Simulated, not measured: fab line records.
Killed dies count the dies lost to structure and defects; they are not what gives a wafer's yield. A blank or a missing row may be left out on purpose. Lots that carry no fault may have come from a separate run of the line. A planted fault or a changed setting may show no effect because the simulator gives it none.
fab line records + flow nand-harc
record
- lots=6
- wafers=18
- last-day=25
route steps=1159 shown A_CONTACT@879 END@1159
lots untouched by any fault: they come from a run of this same line in which no faults occurred
start-h: hours from the record's opening day to when the first of the lot's shown wafers began + wait-h: time in hours since the lot's previous step + " repeats the value in the row above + L1.1+2: one row covering several wafers at once + - value missing, or start not given + * or withheld: withheld + < > ~ a bound
route shown NAME@n: a module of which the file shows steps, and the number in the route of the first + usual: mean/standard deviation of fault-free wafers + same: alike in all rows + chamber/n: place in a boat + sites: readings site by site + _std_site: the values' standard deviation + _edge_site: the outer-site mean with the inner-site mean subtracted + radius-mm: for every site, how far away it sits from the centre of the wafer + mask NAME#n: copy n + behind: tool/chamber where the wafer was last shaped + hold: why the lot was held/for how many hours/how that ended + device: the n, p or np transistor that did not switch + end of line: the same wafers' tests at the end of the route + where a step has no rows: the recipe by itself + killed: at the first sort, the dies lost to defects and structure; wafer yield is something else + map: the dies of a wafer, with x for killed, . for not killed, _ for no die there
set.NAME: setting as actually run; set.NAME@STEP: the setting as run at that earlier step + model.NAME: the simulator's own value behind a step, which no gauge read
lots at some steps of the route; a table a step, a row a wafer
services: when a tool's chamber went out of use (start-h, in hours from the record's first day, below 0 if earlier), for how many hours, and the reason
## steps
# step NHARC_A_CONTACT_STRIP_100
# recipe
- cf4-flow-sccm=100
- chf3-flow-sccm=30
- ar-flow-sccm=0
- bias-w=0
- chemistry=CF4/CHF3
# step NHARC_A_CONTACT_STRIP_101
# recipe
- o2-flow-sccm=400
- cos-flow-sccm=20
- ar-flow-sccm=0
- bias-w=0
- chemistry=O2/COS
# step NHARC_A_CONTACT_ETCH_102
# recipe
- target-depth-a=700
- overetch-a=70
- time-s=38.5
- ion-energy-ev=100
- cf4-flow-sccm=80
- o2-flow-sccm=20
- ar-flow-sccm=0
- rf-w=300
- bias-w=100
- chemistry=CF4/O2
# usual
- drypump-motor-current-A=5.6/0.55
- oes-product-au=1.001/0.0099
- rf-fwd-power-W=296.2/1.8
- rf-vpp-V=197.4/1.5
- showerhead-plenum-p-Torr=1.31/0.066
- throttle-valve-pct=13.397/0.0083
# same
- time-s=38.5
| lot.wafer | tool        | chamber | start-h | wait-h | drypump-motor-current-A | oes-product-au | rf-fwd-power-W | rf-hours-counter-h | rf-vpp-V | showerhead-plenum-p-Torr | throttle-valve-pct |
|-----------|-------------|---------|---------|--------|-------------------------|----------------|----------------|--------------------|----------|--------------------------|--------------------|
| L170.1    | rie-diel-01 | 1       | 382.06  | 0.1    | 5.1                     | 0.999          | 294.8          | 9                  | 195.9    | 1.28                     | 13.403             |
| L170.4    | "           | 2       | "       | "      | 5.3                     | 0.998          | 297.4          | 9                  | 198.9    | 1.26                     | 13.397             |
| L170.6    | "           | 0       | "       | "      | 4.9                     | 0.999          | 294.6          | -                  | 198.1    | 1.39                     | 13.394             |
| L171.4    | rie-diel-01 | 3       | 401.41  | 0.1    | 5.8                     | 1.001          | 297.9          | 12                 | 195.5    | 1.25                     | 13.397             |
| L171.6    | "           | 3       | "       | "      | 5.8                     | 1.003          | 297.7          | -                  | 196.0    | 1.25                     | 13.393             |
| L171.5    | "           | 0       | "       | "      | 4.9                     | 1.006          | 293.4          | -                  | 198.7    | 1.39                     | 13.397             |
| L183.4    | rie-diel-04 | 0       | 456.87  | 0.1    | 5.8                     | 0.994          | 296.6          | 60                 | 196.3    | 1.24                     | 13.372             |
| L183.2    | "           | 1       | "       | "      | 6.6                     | 1.020          | 294.9          | 67                 | 198.2    | 1.32                     | 13.398             |
| L183.3    | "           | 2       | "       | "      | 6.3                     | 1.004          | 297.9          | 62                 | 200.5    | 1.43                     | 13.399             |
| L184.1    | rie-diel-01 | 3       | 462.27  | 0.3    | 5.9                     | 0.992          | 297.4          | 29                 | 195.4    | 1.25                     | 13.384             |
| L184.2    | "           | 1       | "       | "      | 5.0                     | 0.989          | 294.8          | 27                 | 197.9    | 1.28                     | 13.388             |
| L184.6    | "           | 3       | "       | "      | 5.9                     | 1.004          | 296.4          | -                  | 196.1    | 1.25                     | 13.399             |
| L185.4    | rie-diel-01 | 1       | 462.32  | 0.0    | 5.0                     | 1.009          | 294.0          | 27                 | 195.4    | 1.28                     | 13.408             |
| L185.1    | "           | 2       | "       | "      | 5.4                     | 1.010          | 297.3          | 28                 | 196.4    | 1.25                     | 13.386             |
| L185.3    | "           | 0       | "       | "      | 4.9                     | 1.006          | 294.6          | 27                 | 198.9    | 1.39                     | 13.409             |
| L191.1    | rie-diel-01 | 0       | 521.05  | 0.1    | 4.9                     | 0.989          | 291.7          | 3                  | 199.5    | 1.39                     | 13.401             |
| L191.6    | "           | 1       | "       | "      | 5.1                     | 1.001          | 296.1          | -                  | 196.9    | 1.28                     | 13.393             |
| L191.5    | "           | 2       | "       | "      | 5.3                     | 0.979          | 296.6          | -                  | 196.6    | 1.25                     | 13.377             |
# step NHARC_A_CONTACT_STRIP_55
# recipe
- o2-flow-sccm=500
- ar-flow-sccm=0
- bias-w=0
- chemistry=O2
# usual
- drypump-motor-current-A=5.6/0.55
- oes-product-au=1.001/0.0087
- rf-vpp-V=57.6/0.91
- showerhead-plenum-p-Torr=3.46/0.17
- throttle-valve-pct=17.038/0.0098
| lot.wafer | tool        | chamber | start-h | wait-h | drypump-motor-current-A | oes-product-au | rf-hours-counter-h | rf-vpp-V | showerhead-plenum-p-Torr | throttle-valve-pct |
|-----------|-------------|---------|---------|--------|-------------------------|----------------|--------------------|----------|--------------------------|--------------------|
| L170.1    | rie-diel-01 | 0       | -       | -      | 4.9                     | 0.995          | 9                  | 57.8     | 3.68                     | 17.047             |
| L170.4    | "           | 2       | "       | "      | 5.4                     | 0.993          | 9                  | 57.2     | 3.33                     | 17.047             |
| L170.6    | "           | 0       | "       | "      | 4.9                     | 0.997          | -                  | 58.0     | 3.68                     | 17.040             |
| L171.4    | rie-diel-01 | 0       | -       | -      | 4.8                     | 1.000          | 11                 | 57.7     | 3.67                     | 17.030             |
| L171.5    | "           | 2       | "       | "      | 5.4                     | 1.006          | -                  | 57.9     | 3.33                     | 17.051             |
| L171.6    | "           | 3       | "       | "      | 5.9                     | 1.011          | -                  | 57.9     | 3.32                     | 17.038             |
| L183.3    | rie-diel-04 | 1       | -       | -      | 6.6                     | 1.027          | 68                 | 58.0     | 3.50                     | 17.047             |
| L183.2    | "           | 2       | "       | "      | 6.3                     | 1.006          | 62                 | 59.0     | 3.77                     | 17.032             |
| L183.4    | "           | 3       | "       | "      | 6.2                     | 0.987          | 53                 | 58.8     | 3.35                     | 17.042             |
| L184.1    | rie-diel-01 | 2       | -       | -      | 5.3                     | 1.005          | 28                 | 56.8     | 3.32                     | 17.034             |
| L184.2    | "           | 0       | "       | "      | 4.8                     | 1.006          | 27                 | 59.4     | 3.67                     | 17.023             |
| L184.6    | "           | 2       | "       | "      | 5.4                     | 1.000          | -                  | 57.0     | 3.32                     | 17.044             |
| L185.4    | rie-diel-01 | 1       | -       | -      | 5.1                     | 0.995          | 27                 | 58.6     | 3.39                     | 17.050             |
| L185.3    | "           | 2       | "       | "      | 5.3                     | 0.996          | 28                 | 57.3     | 3.32                     | 17.040             |
| L185.1    | "           | 3       | "       | "      | 5.9                     | 1.000          | 29                 | 56.6     | 3.31                     | 17.024             |
| L191.1    | rie-diel-01 | 1       | -       | -      | 5.1                     | 0.995          | 3                  | 58.1     | 3.38                     | 17.042             |
| L191.5    | "           | 3       | "       | "      | 5.9                     | 1.003          | -                  | 56.2     | 3.30                     | 17.033             |
| L191.6    | "           | 0       | "       | "      | 4.9                     | 0.998          | -                  | 57.4     | 3.66                     | 17.037             |
# step NHARC_A_CONTACT_STRIP_56
# recipe
- time-s=600
- temp-c=30
- chemistry=post-etch-residue-remover
# step NHARC_A_CONTACT_DEP_57
# recipe
- target-thk-a=28000
- temp-c=400
- material=aC
# usual
- throttle-valve-pct=35.000/0.0099
| lot.wafer | tool       | chamber | start-h | wait-h | throttle-valve-pct |
|-----------|------------|---------|---------|--------|--------------------|
| L170.1    | acl-dep-02 | 0       | 383.16  | -      | 34.991             |
| L170.4    | "          | 0       | "       | "      | 34.989             |
| L170.6    | "          | 0       | "       | "      | 35.013             |
| L171.4    | acl-dep-02 | 0       | 402.93  | -      | 35.001             |
| L171.5    | "          | 0       | "       | "      | 35.006             |
| L171.6    | "          | 0       | "       | "      | 35.006             |
| L183.2    | acl-dep-03 | 0       | 458.84  | -      | 34.988             |
| L183.3    | "          | 0       | "       | "      | 35.020             |
| L183.4    | "          | 0       | "       | "      | 34.991             |
| L184.1    | acl-dep-01 | 0       | 464.13  | -      | 35.014             |
| L184.2    | "          | 0       | "       | "      | 34.997             |
| L184.6    | "          | 0       | 465.55  | -      | 35.002             |
| L185.1    | acl-dep-03 | 0       | 464.20  | -      | 34.990             |
| L185.3    | "          | 0       | "       | "      | 34.989             |
| L185.4    | "          | 0       | "       | "      | 34.993             |
| L191.1    | acl-dep-01 | 0       | 522.97  | -      | 35.002             |
| L191.5    | "          | 0       | 524.12  | -      | 35.006             |
| L191.6    | "          | 0       | "       | "      | 35.014             |
# step NHARC_A_CONTACT_DEP_58
# recipe
- target-thk-a=600
- target-thk-nm=60
- temp-c=400
- pressure-torr=3.5
- flow-sccm=200
- rf-w=350
- material=SiON
# usual
- heater-power-w=734/100
- rf-fwd-power-W=348.6/1.2
| lot.wafer | tool     | chamber | start-h | wait-h | heater-power-w | rf-fwd-power-W |
|-----------|----------|---------|---------|--------|----------------|----------------|
| L170.1    | pecvd-01 | 1       | 384.91  | 1.5    | 720            | 348.6          |
| L170.4    | "        | 2       | "       | "      | 621            | 348.3          |
| L170.6    | "        | 0       | "       | "      | 804            | 350.1          |
| L171.6    | pecvd-01 | 1       | 403.90  | 0.1    | 755            | 348.0          |
| L171.5    | "        | 2       | "       | "      | 542            | 349.1          |
| L171.4    | "        | 0       | "       | "      | 733            | 347.9          |
| L183.3    | pecvd-02 | 2       | 460.33  | 0.9    | 633            | 347.0          |
| L183.2    | "        | 0       | "       | "      | 689            | 345.9          |
| L183.4    | "        | 0       | "       | "      | 712            | 347.5          |
| L184.2    | pecvd-01 | 0       | 465.86  | 1.2    | 799            | 349.3          |
| L184.1    | "        | 2       | "       | "      | 572            | 346.0          |
| L184.6    | "        | 0       | "       | "      | 796            | 349.3          |
| L185.1    | pecvd-02 | 0       | 466.00  | 1.5    | 665            | 346.2          |
| L185.3    | "        | 1       | "       | "      | 741            | 348.8          |
| L185.4    | "        | 0       | "       | "      | 679            | 348.2          |
| L191.1    | pecvd-03 | 2       | 524.75  | 1.5    | 780            | 349.7          |
| L191.6    | "        | 2       | "       | "      | 820            | 350.6          |
| L191.5    | "        | 0       | "       | "      | 890            | 347.1          |
# step NHARC_A_CONTACT_DEHYDRATE_59
# recipe
- temp-c=150
- time-s=120
# step NHARC_A_CONTACT_HMDS_60
# recipe
- time-s=30
# step NHARC_A_CONTACT_COAT_61
# recipe
- temp-c=260
- time-s=75
# step NHARC_A_CONTACT_COAT_62
# recipe
- temp-c=225
- time-s=65
# step NHARC_A_CONTACT_COAT_63
# recipe
- spin-rpm=1500
- resist-thk-nm=90
# step NHARC_A_CONTACT_SOFTBAKE_64
# recipe
- temp-c=105
- time-s=55
# usual
- exhaust-pa=45.0/0.9
- heater-power-total-W=188.46/0.14
- plate-temp-C=105.01/0.13
- resist-line-temp-C=22.99/0.1
| lot.wafer | tool           | chamber | start-h | wait-h | exhaust-pa | heater-power-total-W | plate-temp-C | resist-line-temp-C |
|-----------|----------------|---------|---------|--------|------------|----------------------|--------------|--------------------|
| L170.1    | litho-track-06 | 0       | 385     | -      | 44.7       | 188.49               | 104.96       | 22.96              |
| L170.4    | "              | 0       | "       | "      | 46.7       | 188.38               | 104.86       | 23.05              |
| L170.6    | "              | 0       | "       | "      | 46.7       | 188.48               | 104.95       | 22.99              |
| L171.4    | litho-track-01 | 0       | 404     | -      | 46.7       | 188.45               | 104.82       | 23.06              |
| L171.5    | "              | 0       | "       | "      | 46.1       | 188.40               | 104.87       | 23.07              |
| L171.6    | "              | 0       | "       | "      | 46.7       | 188.71               | 104.98       | 23.01              |
| L183.2    | litho-track-06 | 0       | 460     | -      | 46.0       | 198.26               | -            | 23.00              |
| L183.3    | "              | 0       | "       | "      | 43.9       | 198.23               | -            | 22.86              |
| L183.4    | "              | 0       | "       | "      | 45.2       | 198.25               | -            | 22.90              |
| L184.1    | litho-track-06 | 0       | 466     | -      | 45.3       | 198.32               | -            | 22.92              |
| L184.2    | "              | 0       | "       | "      | 44.8       | 198.24               | -            | 22.84              |
| L184.6    | "              | 0       | "       | "      | 44.4       | 198.04               | -            | 22.88              |
| L185.1    | litho-track-01 | 0       | 466     | -      | 43.8       | 188.32               | 104.96       | 23.12              |
| L185.3    | "              | 0       | "       | "      | 45.1       | 188.47               | 105.05       | 23.05              |
| L185.4    | "              | 0       | "       | "      | 44.3       | 188.75               | 104.95       | 22.99              |
| L191.1    | litho-track-04 | 0       | 525     | -      | 44.5       | 188.41               | 105.11       | 23.00              |
| L191.5    | "              | 0       | "       | "      | 44.8       | 188.81               | 105.01       | 22.92              |
| L191.6    | "              | 0       | "       | "      | 43.3       | 188.33               | 104.95       | 22.77              |
# step NHARC_A_CONTACT_EBR_65
# step NHARC_END_SORT_01
# recipe
- temp-c=25
# usual
- killed-at-array=25/9.2
- killed-at-other=0.8/1.2
- killed-at-periphery=3.9/2.6
- killed-dies=30/9.7
- killed-open=3.4/1.9
- killed-short=2.0/1.4
# same
- gross-dies=677
| lot.wafer | tool      | chamber | start-h | wait-h | killed-at-array | killed-at-other | killed-at-periphery | killed-dies | killed-open | killed-short |
|-----------|-----------|---------|---------|--------|-----------------|-----------------|---------------------|-------------|-------------|--------------|
| L171.4    | prober-02 | 0       | 469.35  | 3.4    | 10              | 0               | 8                   | 18          | 3           | 3            |
| L171.5    | prober-02 | 0       | 470.14  | 3.7    | 6               | 0               | 6                   | 12          | 2           | 0            |
| L171.6    | prober-02 | 0       | 470.94  | 4.0    | 11              | 0               | 3                   | 14          | 2           | 1            |
| L184.1    | prober-01 | 0       | 536.08  | 2.5    | 24              | 2               | 9                   | 35          | 2           | 2            |
| L184.2    | prober-01 | 0       | 536.89  | 2.8    | 31              | 3               | 8                   | 42          | 2           | 2            |
| L184.6    | prober-01 | 0       | 540.13  | 4.1    | 34              | 4               | 8                   | 46          | 4           | 3            |
| L183.2    | prober-02 | 0       | 536.94  | 2.8    | 44              | 3               | 5                   | 52          | 3           | 1            |
| L183.3    | prober-02 | 0       | 537.73  | 3.1    | 29              | 0               | 0                   | 29          | 2           | 3            |
| L183.4    | prober-02 | 0       | 538.52  | 3.4    | 49              | 3               | 1                   | 53          | 5           | 1            |
| L185.1    | prober-02 | 0       | 543.93  | 2.5    | 15              | 3               | 1                   | 19          | 2           | 2            |
| L185.3    | prober-02 | 0       | 545.52  | 3.1    | 15              | 3               | 1                   | 19          | 3           | 1            |
| L185.4    | prober-02 | 0       | 546.32  | 3.4    | 15              | 1               | 1                   | 17          | 2           | 1            |
# killed by level:class
L171.4 A_M1:chamber-film-flake=4 P_CONTACT:geometric-particle:open=3 P_M2:chamber-film-flake=3 A_STAIRCASE:chamber-film-flake=3 P_CONTACT:geometric-particle:short=1 A_STAIRCASE:geometric-particle:short=1 A_M1:geometric-particle:short=1 P_GATE:chamber-film-flake=1
L171.5 A_STAIRCASE:chamber-film-flake=4 P_M2:chamber-film-flake=3 P_CONTACT:geometric-particle:open=1 P_M1:geometric-particle:open=1 P_GATE:chamber-film-flake=1 A_CHANNEL_HOLE_D1:chamber-film-flake=1 A_CHANNEL_FILL_D1:chamber-film-flake=1
L171.6 A_CHANNEL_HOLE_D1:chamber-film-flake=3 A_CHANNEL_FILL_D1:chamber-film-flake=3 P_M2:chamber-film-flake=2 A_STAIRCASE:chamber-film-flake=2 P_M0:geometric-particle:open=1 A_ONON_D1:geometric-particle:short=1 A_BLC:geometric-particle:open=1 A_SLIT:chamber-film-flake=1
L184.1 A_SLIT:chamber-film-flake=12 A_CONTACT:chamber-film-flake=5 A_CHANNEL_HOLE_D1:chamber-film-flake=4 P_GATE:geometric-particle:open=2 P_GATE:chamber-film-flake=2 P_M1:chamber-film-flake=2 THIN_TSV:chamber-film-flake=2 P_CONTACT:geometric-particle:short=1
L184.2 A_SLIT:chamber-film-flake=16 A_CHANNEL_HOLE_D1:chamber-film-flake=6 P_CONTACT:chamber-film-flake=5 A_CONTACT:chamber-film-flake=4 THIN_TSV:chamber-film-flake=3 P_M1:chamber-film-flake=2 P_CONTACT:geometric-particle:open=1 A_STAIRCASE:geometric-particle:short=1
L183.2 A_CHANNEL_HOLE_D1:chamber-film-flake=21 A_SLIT:chamber-film-flake=10 A_CONTACT:chamber-film-flake=7 THIN_TSV:chamber-film-flake=3 A_CHANNEL_FILL_D1:geometric-particle:open=2 P_GATE:chamber-film-flake=2 P_M1:chamber-film-flake=2 A_WL_FILL:chamber-film-flake=2
L183.3 A_CHANNEL_HOLE_D1:chamber-film-flake=10 A_SLIT:chamber-film-flake=10 A_CONTACT:chamber-film-flake=4 A_ONON_D1:geometric-particle:short=1 A_CHANNEL_FILL_D1:geometric-particle:open=1 A_CHANNEL_FILL_D1:geometric-particle:short=1 A_BLC:geometric-particle:open=1 A_M0:geometric-particle:short=1
L183.4 A_CHANNEL_HOLE_D1:chamber-film-flake=22 A_SLIT:chamber-film-flake=16 A_CONTACT:chamber-film-flake=5 THIN_TSV:chamber-film-flake=3 P_STI:geometric-particle:short=1 A_ONON_D1:geometric-particle:open=1 A_CHANNEL_HOLE_D1:geometric-particle:open=1 A_CHANNEL_FILL_D1:geometric-particle:open=1
L184.6 A_SLIT:chamber-film-flake=13 A_CONTACT:chamber-film-flake=7 A_ZERO_WELL:chamber-film-flake=5 A_CHANNEL_HOLE_D1:chamber-film-flake=4 THIN_TSV:chamber-film-flake=3 P_CONTACT:geometric-particle:open=2 P_GATE:chamber-film-flake=2 P_M1:chamber-film-flake=2
L185.1 A_CHANNEL_HOLE_D1:chamber-film-flake=7 A_CONTACT:chamber-film-flake=5 THIN_TSV:chamber-film-flake=3 A_CONTACT:geometric-particle:open=2 P_CONTACT:geometric-particle:short=1 A_CONTACT:geometric-particle:short=1
L185.3 A_CHANNEL_HOLE_D1:chamber-film-flake=9 A_CONTACT:chamber-film-flake=4 THIN_TSV:chamber-film-flake=2 P_M0:geometric-particle:open=1 A_CONTACT:geometric-particle:open=1 A_BLC:geometric-particle:open=1 STARTING-WAFER:geometric-particle:short=1
L185.4 A_CHANNEL_HOLE_D1:chamber-film-flake=6 A_CONTACT:chamber-film-flake=6 P_CONTACT:geometric-particle:open=1 A_WL_FILL:geometric-particle:short=1 A_WL_FILL:geometric-particle:open=1 A_WL_FILL:chamber-film-flake=1 THIN_TSV:chamber-film-flake=1
## services
| tool           | chamber | start-h | hours | kind   |
|----------------|---------|---------|-------|--------|
| rie-diel-04    | 3       | 365.31  | 26.3  | repair |
| rie-diel-01    | 0       | 372.87  | -     | clean  |
| rie-diel-01    | 1       | 372.87  | -     | clean  |
| rie-diel-01    | 2       | 372.87  | -     | clean  |
| rie-diel-01    | 3       | 372.87  | -     | clean  |
| rie-diel-01    | 0       | 391.93  | 6.4   | repair |
| rie-diel-01    | 1       | 397.39  | -     | clean  |
| rie-diel-01    | 2       | 397.39  | -     | clean  |
| rie-diel-01    | 3       | 397.39  | -     | clean  |
| acl-dep-03     | -       | 406.05  | 13.0  | pm     |
| rie-diel-04    | 0       | 406.09  | 10.4  | repair |
| pecvd-01       | -       | 418.21  | 13.0  | pm     |
| rie-diel-01    | 0       | 422.42  | 2.4   | repair |
| litho-track-01 | -       | 443.00  | 7.0   | pm     |
| pecvd-01       | -       | 461.50  | 2.8   | repair |
| litho-track-06 | -       | 467.00  | 7.0   | pm     |
| rie-diel-04    | -       | 467.04  | 9.0   | pm     |
| pecvd-03       | -       | 473.10  | 13.0  | pm     |
| acl-dep-01     | -       | 475.59  | 13.0  | pm     |
| pecvd-02       | -       | 478.08  | 2.4   | repair |
| litho-track-04 | -       | 491.00  | 7.0   | pm     |
| rie-diel-01    | -       | 491.81  | 9.0   | pm     |
| pecvd-02       | -       | 515.54  | 13.0  | pm     |
| rie-diel-04    | 3       | 519.94  | 5.5   | repair |
## key
first-sign
- step=NHARC_A_CONTACT_SOFTBAKE_64
- reading=heater-power-total-W
- direction=up
- sigmas=71
- usual=*
- struck=*
effect none on later readings
met-at NHARC_A_CONTACT_SOFTBAKE_64
struck-wafers L183.2,L183.3,L183.4,L184.1,L184.2,L184.6
tester-left-out L183,L184
onset-between 385 460
fault
- kind=process-parameter-drift
- tool=litho-track-06
- chamber=-
- onset-h=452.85
- steps=NHARC_A_CONTACT_SOFTBAKE_64
- channel=time-s
- offset=*
- shape=step
- end-h=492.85
- acts-in=*
- stated=*
# tester-left-out: of these lots the tester's yield and bins aren't shown, on N5 and GAA mostly nor the transistor test; their killed dies are dies lost to structure and defects alone, not to doping, threshold or leakage, so they don't give the yield
